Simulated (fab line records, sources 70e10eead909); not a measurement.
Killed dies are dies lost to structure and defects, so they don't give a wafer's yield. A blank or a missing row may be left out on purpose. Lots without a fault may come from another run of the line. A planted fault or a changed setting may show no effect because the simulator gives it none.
Chamber matching | flow nand_harc | NHARC_A_STAIRCASE_DEP_301 on pecvd-03: 3 sister chambers
The step deposits SiON, target thk 30 nm. 3 wafers are shown with their chamber, then 9 later ones without.

WAFERS WITH THEIR CHAMBER
wafer  | chamber | heater_power_w (W)
L082.5 | 0       | 829
L089.2 | 1       | 640
L089.4 | 2       | 812

WAFERS WITHOUT THEIR CHAMBER
wafer  | heater_power_w (W)
L092.1 | 638
L092.2 | 821
L092.4 | 869
L096.1 | 642
L096.2 | 773
L096.5 | 755
L095.4 | 619
L095.5 | 791
L095.6 | 812

WHICH CHAMBER EACH WENT THROUGH
wafer  | from the rows above     | in truth
L092.1 | 1                       | 1
L092.2 | can't be placed: 0 or 2 | 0
L092.4 | can't be placed: 0 or 2 | 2
L096.1 | 1                       | 1
L096.2 | can't be placed: 2 or 0 | 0
L096.5 | can't be placed: 2 or 0 | 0
L095.4 | 1                       | 1
L095.5 | can't be placed: 2 or 0 | 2
L095.6 | can't be placed: 2 or 0 | 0
Placed correctly: 3 of 9. Can't be placed from these rows: 6 (the true chamber is among the candidates in 6). Placed wrongly: 0.
How it was worked out, from the rows above alone: a wafer's distance from a chamber is the root of the sum, over the readings, of the square of ((its reading less the chamber's mean) divided by the reading's scatter). The wafer belongs to the nearest chamber; if the next one is less than 2 further off, it can't be placed. A chamber's mean is the mean of its shown wafers. The scatter: with one shown wafer a chamber, the root of the mean of the squares of how far each hidden wafer lies from its nearest shown one.
